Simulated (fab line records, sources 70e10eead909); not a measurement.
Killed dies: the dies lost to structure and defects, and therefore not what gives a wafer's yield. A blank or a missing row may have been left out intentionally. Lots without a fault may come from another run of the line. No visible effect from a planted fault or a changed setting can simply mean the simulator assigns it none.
A lot that was struck, set against a sound lot    flow nand_harc    13 out of 1302 route steps
Sound: these wafers, L955.2, L955.4, L955.6. Struck: wafer L971.3 (L971.1, L971.2, from the same lot, were not struck and are left out); the cause is given at the end.
Each step with rows lists, per side, the tool, then ch with its chambers, then its first start. Under that, the readings that differ: sound wafers    struck wafers    difference of the means    sigmas: that difference in standard deviations of wafers without a fault.
alike: same words and numbers on both sides, and readings whose means sit less than 2 such deviations apart. not compared: any withheld reading, any reading some wafer has no value for, any bound like >300 that may hide the same value, and any number with overlapping values for which the record gives no deviation.
A row with sigmas, a row that says differs or no value, or rows on one side alone: a step with any of these is where the two part. When numbers do not overlap yet have no deviation, they are printed without sigmas and do not part them. A reading missing from all wafers of one side parts the sides only when that side holds two or more wafers.

first, 1 step without rows for these wafers: NHARC_A_WL_FILL_ALD_02 (deposits TiN, target thk 2 nm, pulse time 3 s, ald cycles 100).
NHARC_A_WL_FILL_CVD_03: deposits W, target thk 40 nm, time 279 s.
  sound on cvd_w-02 ch 0,1, day 21 20:58; struck on cvd_w-01 ch 1, day 28 17:42
reading                 sound        struck  difference  sigmas
throttle_valve_pct (%)  8.0 7.6 7.2  8.5     +0.9        +2
  alike: heater_power_w, mfc_wf6_sccm
NHARC_A_WL_FILL_ETCHBACK_04: etches the open film in NF3, target depth 60 nm, time 120 s.
  sound on rie_metal-03 ch 1, day 21 21:17; struck on rie_metal-01 ch 1, day 28 18:05
  alike: chamber_pressure_mTorr, drypump_motor_current_A, he_backside_leak_sccm, oes_product_au, run_length_s
  not compared: rf_hours_counter_h
then, 1 step without rows for these wafers: NHARC_A_WL_FILL_ETCHBACK_05 (etches the open film in Cl2/BCl3, target depth 22 nm, time 60 s).
NHARC_A_WL_FILL_STRIP_27: strips in N2/H2, time 20 s.
  sound on plasma_asher-02 ch 1, day 21 21:42; struck on plasma_asher-01 ch 1, day 28 18:28
reading             sound        struck  difference  sigmas
heater_power_w (W)  297 300 299  403     +104        +3
  alike: drypump_motor_current_A
  not compared: rf_hours_counter_h
then, 4 steps without rows for these wafers: NHARC_A_WL_FILL_STRIP_28 (strips in post etch residue remover, time 1200 s); NHARC_A_WL_FILL_PRECLEAN_06 (cleans in DIW, time 300 s); NHARC_A_WL_FILL_SRD_07; NHARC_A_WL_FILL_ANNEAL_08 (time 1800 s).
NHARC_A_WL_FILL_ALD_10: deposits SiO2, target thk 50 nm, pulse time 10 s, ald cycles 500.
  sound on ald_hk-02 ch 0,1,3, day 22 03:27; struck on ald_hk-03 ch 0, day 29 01:42
  alike: heater_power_w, precursor_pulse_height_rel
NHARC_A_WL_FILL_ETCHBACK_16: etches the open film in C4F8/O2/Ar, target depth 120 nm, time 24 s.
  sound on rie_diel-10 ch 0,2,3, day 22 07:37; struck on rie_diel-13 ch 2, day 29 05:18
reading                         sound                 struck  difference  sigmas
chamber_pressure_mTorr (mTorr)  24.948 24.987 24.988  25.038  +0.064      +3
run_length_s (s)                45.5 45.3 45.8        34.7    -10.8       -26
  alike: oes_product_au, rf_vpp_V
  not compared: bias_w, rf_hours_counter_h
NHARC_A_WL_FILL_STRIP_29: strips in O2, time 20 s.
  sound on rie_diel-10 ch 1,2,3, day 22 07:41; struck on rie_diel-13 ch 3, day 29 05:25
  alike: chamber_pressure_mTorr, drypump_motor_current_A, oes_product_au, rf_vpp_V, showerhead_plenum_p_Torr, throttle_valve_pct
  not compared: rf_hours_counter_h
then, 1 step without rows for these wafers: NHARC_END_SORT_01.

== WHERE THEY PART ==
At NHARC_A_WL_FILL_CVD_03 first; at NHARC_A_WL_FILL_ETCHBACK_16 last (within this record only). Later steps at which nothing parts them and some readings are alike: NHARC_A_WL_FILL_STRIP_29.

WHY: what had been put in by the simulator
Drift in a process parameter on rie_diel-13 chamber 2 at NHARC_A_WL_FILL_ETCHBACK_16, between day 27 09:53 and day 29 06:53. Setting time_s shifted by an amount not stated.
